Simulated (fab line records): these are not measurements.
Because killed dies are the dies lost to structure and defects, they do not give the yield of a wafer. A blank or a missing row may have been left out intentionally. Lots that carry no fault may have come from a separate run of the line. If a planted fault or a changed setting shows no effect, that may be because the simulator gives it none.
fab line records	flow n5_finfet
record lots=5	wafers=13	last_day=17
route steps=1938 shown FIN_SAQP@90 BEOL_M4@1111 PASSIVATION@1936
lots with no fault: from the same line, run without faults
start_h: hours from the record's opening day to when the first of the lot's shown wafers began	wait_h: how many hours have passed since the lot's step before this one	" repeats the value in the row above	L1.1+2: one row covering several wafers at once	- no value, or no start was given	* or withheld: withheld	< > ~ a bound
route shown NAME@n: a module of which the file shows steps, and the number in the route of the first	usual: mean and standard deviation over wafers with no fault	same: alike in all rows	chamber/n: place in a boat	sites: readings site by site	_std_site: standard deviation across them	_edge_site: the outer-site mean with the inner-site mean subtracted	radius_mm: how far each site lies from the wafer's centre	mask NAME#n: copy n	behind: the most recent tool/chamber to have shaped the wafer	hold: why the lot was held/for how many hours/how that ended	device: which transistor (n, p or np) failed to switch	end of line: the route-end tests of the same wafers	a step with no rows: only its recipe	killed: dies that structure and defects cost at the first sort, which is not the same as the wafer's yield	map: the dies of a wafer, with x for killed, . for not killed, _ for no die there
set.NAME: the setting that was run; set.NAME@STEP: the one run at that earlier step	model.NAME: the simulator's own value behind a step, which no gauge read
lots at some steps of the route; a table a step, a row a wafer
services: from which hour (start_h, from the record's first day; less than 0 if before it) a tool's chamber was out of use, for how many hours, and why
## steps
# step N5_FIN_SAQP_PRECLEAN_42
# recipe chemistry=O3/DIW	time_s=60	temp_c=22	o3_ppm=10
# step N5_FIN_SAQP_PRECLEAN_00
# recipe chemistry=SC1	time_s=60	temp_c=55	mix=1:2:50
# step N5_FIN_SAQP_PRECLEAN_44
# recipe chemistry=SC2	time_s=45	temp_c=35	mix=1:1:50
# step N5_FIN_SAQP_SRD_01
# recipe dry=ipa_marangoni	time_s=30	temp_c=23	rinse_liquid=diw
# step N5_FIN_SAQP_ALD_61
# recipe material=SiO2	target_thk_a=40	temp_c=300	ald_precursor_family=BDEAS	ald_co_reactant=O2-plasma	pulse_time_s=1	purge_time_s=2	co_reactant_purge_time_s=2	ald_cycles=43	pressure_torr=2
# step N5_FIN_SAQP_DENSIFY_62
# recipe temp_c=700	time_s=60	ambient=N2	idle_temp_c=600	ramp_up_c_per_s=150	ramp_down_c_per_s=60	cool_to_c=600
# step N5_FIN_SAQP_HM_DEP_03
# recipe material=SiNx	target_thk_a=380	temp_c=400	precursor=SiH4/NH3/N2	pressure_torr=1.5	rf_w=300	time_s=33.6
# step N5_FIN_SAQP_PECVD_47
# recipe material=a-Si	target_thk_a=450	temp_c=400	precursor=SiH4/He	pressure_torr=3	rf_w=100	time_s=36.3
# step N5_FIN_SAQP_PECVD_48
# recipe material=SiNx	target_thk_a=250	temp_c=400	precursor=SiH4/NH3/N2	pressure_torr=1.5	rf_w=300	time_s=22.1
# step N5_FIN_SAQP_PECVD_06
# recipe material=a-Si	target_thk_a=600	temp_c=400	precursor=SiH4/He	pressure_torr=3	rf_w=100	time_s=48.1
# step N5_FIN_SAQP_HM_DEP_72
# recipe material=SiO2	target_thk_a=120	temp_c=400	precursor=SiH4/N2O	pressure_torr=0.75	rf_w=275	time_s=7.2
# usual heater_power_w=834/110	showerhead_plenum_p_Torr=8.12/0.12
lot.wafer	tool	chamber	start_h	wait_h	heater_power_w	showerhead_plenum_p_Torr	since_wet_clean_h	model.SiO2_of_FIN_SAQP_HM_DEP_72.thk_nm
L658.2	pecvd-04	2	75.57	0.0	813	8.21	25	11.41
L658.6	"	1	"	"	1014	8.17	-	11.41
L660.1	pecvd-04	0	86.93	0.0	997	8.21	791	11.9
L660.2	"	2	"	"	825	8.22	37	11.44
L660.4	"	0	"	"	961	8.18	-	12.19
L663.1	pecvd-04	0	105.87	0.0	907	8.18	810	11.8
L663.2	"	1	"	"	1066	8.16	1535	11.1
L664.4	pecvd-03	2	111.41	0.1	756	8.09	-	11.86
L664.5	"	1	"	"	834	7.99	-	12.64
L664.6	"	0	"	"	837	7.84	-	12.13
L672.1	pecvd-04	0	160.18	0.0	878	8.19	864	12.1
L672.2	"	1	"	"	985	8.17	1589	11.64
L672.4	"	0	"	"	873	8.18	-	12.05
# step N5_FIN_SAQP_COAT_49
# recipe resist=SOC	temp_c=250	time_s=60	spin_rpm=1500	resist_thk_nm=100
# step N5_FIN_SAQP_COAT_50
# recipe resist=SiARC	temp_c=220	time_s=60	spin_rpm=1500	resist_thk_nm=35
# step N5_FIN_SAQP_COAT_10
# recipe resist=CAR-ArF	spin_rpm=1500	resist_thk_nm=90
# step N5_FIN_SAQP_EBR_12
# recipe solvent=PGMEA	ebr_width_mm=1.5
# step N5_FIN_SAQP_SOFTBAKE_11
# recipe temp_c=110	time_s=60	resist=CAR-ArF
# step N5_FIN_SAQP_EXPOSE_13
# recipe mask_id=FIN_CORE	na=1.35	source_shape=dipole	sigma_inner=0.538	sigma_outer=0.738	polarization=te	target_cd_nm=35.6	dose_mj=63.25
# step N5_FIN_SAQP_PEB_14
# recipe peb_temp_c=withheld	peb_time_s=60	resist=CAR-ArF
# step N5_FIN_SAQP_DEVELOP_15
# recipe develop_time_s=30	developer=TMAH	resist=CAR-ArF	dev_temp_c=23	rinse_liquid=diw	dry=air_spin
# step N5_FIN_SAQP_DESCUM_21
# recipe chemistry=O2	time_s=7.9	source_power_w=50	bias_power_w=20	pressure_mtorr=20	rf_frequency_hz=2.712e+07	temp_c=40	resist=CAR-ArF	o2_flow_sccm=225
# step N5_FIN_SAQP_ETCH_51
# recipe chemistry=CF4	target=SiARC	target_depth_a=455	mask_material=CAR-ArF	time_s=75.8	ion_energy_ev=80	pressure_mtorr=40	source_w=545	bias_w=36	Ar_flow_sccm=100	cf4_flow_sccm=100	ends=cleared
# step N5_FIN_SAQP_ETCH_52
# recipe chemistry=N2/H2	target=SOC	target_depth_a=1000	overetch_a=200	mask_material=SiARC	temp_c=40	time_s=150	ion_energy_ev=200	pressure_mtorr=30	source_w=840	bias_w=150	n2_flow_sccm=200	h2_flow_sccm=200	ends=end_point
# step N5_FIN_SAQP_STRIP_53
# recipe chemistry=N2/H2	temp_c=40	n2_flow_sccm=200	h2_flow_sccm=200	rf_frequency_hz=6e+07
# step N5_FIN_SAQP_HM_OPEN_73
# recipe chemistry=CHF3/O2	target=SiO2	stop_on=a-Si	target_depth_a=120	over_etch_frac=1.8	mask_material=SOC	time_s=16.8	pressure_mtorr=30	source_w=650	bias_w=170	Ar_flow_sccm=200	CHF3_flow_sccm=50	O2_flow_sccm=5	ion_energy_ev=200	ends=end_point
# usual bias_w=170.1/0.46	drypump_motor_current_A=5.8/0.34	oes_product_au=0.47/0.05	rf_vpp_V=516/11	showerhead_plenum_p_Torr=2.43/0.089	throttle_valve_pct=18.84/0.25
lot.wafer	tool	chamber	start_h	wait_h	bias_w	drypump_motor_current_A	oes_product_au	rf_hours_counter_h	rf_vpp_V	showerhead_plenum_p_Torr	throttle_valve_pct	model.etch.depth_nm
L658.2	rie_diel-01	1	76.32	0.0	170.5	5.8	0.44	152	510	2.51	18.85	11.41
L658.6	"	2	"	"	170.4	6.0	0.41	-	512	2.31	18.91	11.41
L660.1	rie_diel-05	2	87.67	0.0	170.4	5.6	0.47	112	521	2.29	18.73	11.9
L660.2	"	1	"	"	170.3	5.8	0.45	147	517	2.52	18.85	11.44
L660.4	"	0	"	"	169.1	6.3	0.43	202	541	2.49	18.94	12.19
L663.1	rie_diel-05	3	106.91	0.0	169.2	5.8	0.52	49	520	2.55	18.56	11.8
L663.2	"	0	"	"	170.2	6.3	0.42	208	542	2.49	18.97	11.1
L664.4	rie_diel-05	1	112.00	0.0	171.3	5.8	0.44	154	516	2.51	18.86	11.86
L664.5	"	3	"	"	169.7	5.8	0.53	-	519	2.55	18.58	12.64
L664.6	"	0	"	"	169.4	6.3	0.43	-	543	2.49	18.99	12.13
L672.1	rie_diel-05	1	160.95	0.0	170.2	5.8	0.44	170	516	2.51	18.90	12.1
L672.2	"	2	"	"	169.6	5.6	0.45	135	520	2.28	18.78	11.64
L672.4	"	1	"	"	170.4	5.8	0.44	-	516	2.51	18.90	12.05
# step N5_FIN_SAQP_STRIP_74
# recipe chemistry=CHF3/O2	resist=SiARC	rf_frequency_hz=6e+07
# step N5_BEOL_M4_RC_MEAS_101
# usual DIBL_N=36.0/2.5	DIBL_P=36.3/2.8	IOFF_N=0.16/0.042	IOFF_P=0.21/0.045	ION_N=673/15	ION_P=463/8.1	SS_N=71.4/0.73	SS_P=73.3/0.92	VT_N=251/4.1	VT_P=-250/3.4
lot.wafer	tool	chamber	start_h	wait_h	DIBL_N[mV/V]	DIBL_P[mV/V]	IOFF_N[nA/um]	IOFF_P[nA/um]	ION_N[uA/um]	ION_P[uA/um]	SS_N[mV/dec]	SS_P[mV/dec]	VT_N[mV]	VT_P[mV]
L658.2	prober-01	0	217.71	0.2	35.0	35.6	0.16	0.23	688	475	71.1	73.4	247	-248
L658.6	"	0	"	"	31.8	31.5	0.11	0.18	652	463	69.8	71.6	253	-250
L660.1	prober-01	0	233.34	0.0	32.7	33.8	0.11	0.18	650	460	70.9	71.9	253	-252
L660.2	"	0	"	"	34.9	35.9	0.15	0.21	675	470	72.0	73.7	249	-250
L660.4	"	0	"	"	34.7	36.3	0.14	0.21	679	467	71.5	73.3	251	-252
L663.1	prober-01	0	248.97	0.0	32.2	34.2	0.10	0.18	646	460	70.1	72.0	257	-251
L663.2	"	0	"	"	33.0	35.4	0.12	0.20	666	469	70.3	72.3	253	-247
L664.4	prober-02	0	253.63	0.5	42.7	43.2	0.30	0.32	708	471	73.0	74.9	241	-249
L664.5	"	0	"	"	38.4	39.2	0.19	0.24	683	468	71.7	74.1	249	-249
L664.6	"	0	"	"	39.3	38.9	0.17	0.21	671	455	72.6	74.5	251	-252
L672.1	prober-02	0	310.06	0.0	35.3	35.4	0.15	0.22	668	465	70.7	72.9	253	-248
L672.2	"	0	"	"	35.9	35.4	0.14	0.20	659	458	71.0	73.5	254	-250
L672.4	"	0	"	"	31.5	30.1	0.09	0.14	655	457	70.5	71.8	257	-257
# step N5_PASSIVATION_PROBE_49
# usual defect_limited_yield=91.0/1.4	killed_at_M0_to_M3=36/11	killed_at_M4_up=13/5.4	killed_at_contacts=12/6.4	killed_at_front_end=41/13	killed_at_other=2.9/2.3	killed_dies=106/17	killed_on_rim=14/3.9	killed_open=70/12	killed_short=34/8.4	sort_bin_4_leakage=0.01/0.057	sort_bin_5_function=5.2/1	sort_bin_6_memory=3.4/0.63	sort_bin_8_speed=0.1/0.49	sort_n_pass=1074/18	sort_yield_pct=91.0/1.6
# same gross_dies=1180	killed_at_back_side=0
lot.wafer	tool	chamber	start_h	wait_h	defect_limited_yield[%]	killed_at_M0_to_M3	killed_at_M4_up	killed_at_contacts	killed_at_front_end	killed_at_other	killed_dies	killed_on_rim	killed_open	killed_short	sort_bin_4_leakage[%]	sort_bin_5_function[%]	sort_bin_6_memory[%]	sort_bin_8_speed[%]	sort_n_pass	sort_yield_pct[%]
L658.2	prober-02	-	322.91	0.1	91.0	47	8	14	37	0	106	9	70	34	0	4.7	3.6	0	1074	91.0
L658.6	prober-02	-	323.11	0.3	90.9	54	11	10	30	2	107	14	69	30	0	5.2	2.7	0	1073	90.9
L660.1	prober-01	-	335.31	0.0	91.1	38	6	8	51	2	105	8	70	35	0	5.2	3.4	0.1	1074	91.0
L660.2	prober-01	-	335.36	0.1	89.4	47	11	17	47	3	125	17	89	36	0	7.0	3.5	0	1055	89.4
L660.4	prober-01	-	335.46	0.2	90.2	58	11	16	26	5	116	15	89	27	0	5.6	4.0	0	1064	90.2
L663.1	prober-02	-	351.42	0.0	89.3	40	11	21	51	3	126	20	75	51	0	6.2	4.3	0	1054	89.3
L663.2	prober-02	-	351.47	0.1	91.8	23	9	20	42	3	97	12	62	35	0	4.3	3.9	0	1083	91.8
L664.4	prober-01	-	360.15	0.2	91.7	31	7	13	47	0	98	10	62	35	0.68	4.2	3.8	0	1074	91.0
L664.5	prober-01	-	360.20	0.2	91.1	36	13	10	46	0	105	19	70	32	0	5.3	3.2	0	1075	91.1
L664.6	prober-01	-	360.25	0.3	91.9	43	9	8	35	1	96	8	70	19	0	4.2	3.2	0	1084	91.9
L672.1	prober-02	-	418.30	0.0	89.8	44	28	12	30	6	120	11	82	35	0	5.3	4.3	0	1060	89.8
L672.2	prober-02	-	418.35	0.1	91.0	57	19	3	26	1	106	10	72	31	0	4.9	3.8	0	1074	91.0
L672.4	prober-02	-	418.45	0.2	91.4	49	14	8	29	1	101	12	69	29	0	4.8	3.5	0	1079	91.4
# killed by level:class
L658.2 BEOL_M0_SAQP:geometric_particle:open=17 BEOL_M0_SAQP:geometric_particle:short=13 FIN_SAQP:geometric_particle:open=10 MOL_CONTACT_COAG:geometric_particle:open=10 BEOL_M1:geometric_particle:open=9 FIN_SAQP:geometric_particle:short=5 MOL_CONTACT_COAG:geometric_particle:short=4 STARTING-WAFER:geometric_particle:open=4
L658.6 BEOL_M0_SAQP:geometric_particle:open=16 BEOL_M0_SAQP:geometric_particle:short=13 BEOL_M1:geometric_particle:open=13 MOL_CONTACT_COAG:geometric_particle:open=9 HKMG_FIN:area_etch=8 GATE_CUT:geometric_particle:short=6 STI_FIN_REVEAL:geometric_particle:open=5 BEOL_M3:geometric_particle:open=5
L660.1 STI_FIN_REVEAL:geometric_particle:open=22 FIN_SAQP:geometric_particle:short=8 MOL_CONTACT_COAG:geometric_particle:open=8 BEOL_M0_SAQP:geometric_particle:open=8 BEOL_M3:geometric_particle:open=6 FIN_SAQP:geometric_particle:open=5 BEOL_M0_SAQP:geometric_particle:short=5 BEOL_M1:geometric_particle:open=5
L660.2 FIN_SAQP:geometric_particle:open=13 BEOL_M3:geometric_particle:open=12 STI_FIN_REVEAL:geometric_particle:open=11 BEOL_M0_SAQP:geometric_particle:open=10 MOL_CONTACT_COAG:geometric_particle:open=9 MOL_CONTACT_COAG:geometric_particle:short=8 BEOL_M1:geometric_particle:open=7 FIN_SAQP:geometric_particle:short=6
L660.4 BEOL_M3:geometric_particle:open=20 MOL_CONTACT_COAG:geometric_particle:open=15 BEOL_M0_SAQP:geometric_particle:open=10 BEOL_M1:geometric_particle:open=7 BEOL_M0_SAQP:geometric_particle:short=6 BEOL_M0:geometric_particle:open=6 STI_FIN_REVEAL:geometric_particle:open=5 BEOL_M8:geometric_particle:open=4
L663.1 MOL_CONTACT_COAG:geometric_particle:open=15 FIN_SAQP:geometric_particle:open=11 GATE_CUT:geometric_particle:short=10 BEOL_M1:geometric_particle:open=10 FIN_SAQP:geometric_particle:short=9 BEOL_M0_SAQP:geometric_particle:short=9 BEOL_M2:geometric_particle:open=7 BEOL_M0_SAQP:geometric_particle:open=6
L663.2 MOL_CONTACT_COAG:geometric_particle:open=16 STI_FIN_REVEAL:geometric_particle:open=10 BEOL_M0_SAQP:geometric_particle:short=8 FIN_SAQP:geometric_particle:short=7 GATE_CUT:geometric_particle:short=6 STARTING-WAFER:geometric_particle:open=6 FIN_SAQP:geometric_particle:open=5 MOL_CONTACT_COAG:geometric_particle:short=4
L664.4 FIN_SAQP:geometric_particle:short=14 MOL_CONTACT_COAG:geometric_particle:open=11 FIN_SAQP:geometric_particle:open=9 STI_FIN_REVEAL:geometric_particle:open=9 BEOL_M2:geometric_particle:open=7 STI_FIN_REVEAL:geometric_particle:short=6 BEOL_M3:geometric_particle:open=6 BEOL_M4:geometric_particle:open=5
L664.5 FIN_SAQP:geometric_particle:open=12 FIN_SAQP:geometric_particle:short=11 BEOL_M3:geometric_particle:open=8 MOL_CONTACT_COAG:geometric_particle:open=8 BEOL_M0_SAQP:geometric_particle:open=7 STI_FIN_REVEAL:geometric_particle:open=5 BEOL_M1:geometric_particle:open=5 DUMMY_GATE:geometric_particle:open=4
L664.6 BEOL_M3:geometric_particle:open=12 STI_FIN_REVEAL:geometric_particle:open=8 FIN_SAQP:geometric_particle:open=7 MOL_CONTACT_COAG:geometric_particle:open=7 BEOL_M0_SAQP:geometric_particle:open=7 BEOL_M2:geometric_particle:open=6 BEOL_M0_SAQP:geometric_particle:short=5 BEOL_M1:geometric_particle:open=5
L672.1 BEOL_M4:geometric_particle:open=17 MOL_CONTACT_COAG:geometric_particle:open=11 BEOL_M1:geometric_particle:open=11 FIN_SAQP:geometric_particle:open=8 BEOL_M0:geometric_particle:open=7 BEOL_M0_SAQP:geometric_particle:open=6 BEOL_M0_SAQP:geometric_particle:short=5 BEOL_M2:geometric_particle:short=5
L672.2 BEOL_M2:geometric_particle:open=17 FIN_SAQP:geometric_particle:open=9 BEOL_M1:geometric_particle:open=9 BEOL_M0_SAQP:geometric_particle:open=8 BEOL_M0_SAQP:geometric_particle:short=7 FIN_SAQP:geometric_particle:short=4 BEOL_M0:geometric_particle:open=4 BEOL_M2:geometric_particle:short=4
L672.4 BEOL_M0_SAQP:geometric_particle:short=11 BEOL_M0_SAQP:geometric_particle:open=9 MOL_CONTACT_COAG:geometric_particle:open=8 BEOL_M1:geometric_particle:open=8 STI_FIN_REVEAL:geometric_particle:open=6 FIN_SAQP:geometric_particle:open=5 BEOL_M0:geometric_particle:open=5 BEOL_M2:geometric_particle:open=5
## services
tool	chamber	start_h	hours	kind
pecvd-03	1	64.19	3.8	repair
pecvd-03	0	70.64	-	clean
pecvd-03	0	70.64	29.5	scheduled_down
pecvd-03	0	70.64	29.5	vent_cycle
rie_diel-05	1	72.76	12.6	repair
pecvd-04	1	75.75	2.1	scheduled_down
pecvd-03	2	92.37	5.5	repair
pecvd-04	2	93.92	20.9	repair
rie_diel-01	1	98.23	4.4	repair
pecvd-03	0	100.14	5.5	scheduled_down
rie_diel-01	0	102.65	-	clean
rie_diel-01	0	102.65	-	consumable_replace:focus_ring
rie_diel-01	0	102.65	13.6	scheduled_down
rie_diel-01	0	102.65	13.6	vent_cycle
pecvd-03	2	158.88	5.5	scheduled_down
rie_diel-05	0	160.29	3.8	repair
## key
first_sign none at tools or gauges
model_effect step=N5_FIN_SAQP_HM_DEP_72	value=SiO2_of_FIN_SAQP_HM_DEP_72.thk_nm	without=11.98	struck=11.34
model_effect step=N5_FIN_SAQP_HM_OPEN_73	value=etch.depth_nm	without=11.98	struck=11.34
met_at N5_FIN_SAQP_HM_DEP_72
struck_wafers L658.2,L658.6,L660.2,L663.2
fault kind=process_parameter_drift	tool=pecvd-04	chamber=-	onset_h=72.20	steps=N5_FIN_SAQP_HM_DEP_72	channel=time_s	offset=*	shape=step	end_h=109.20	scope=struck_wafers_only	acts_in=*	stated=*
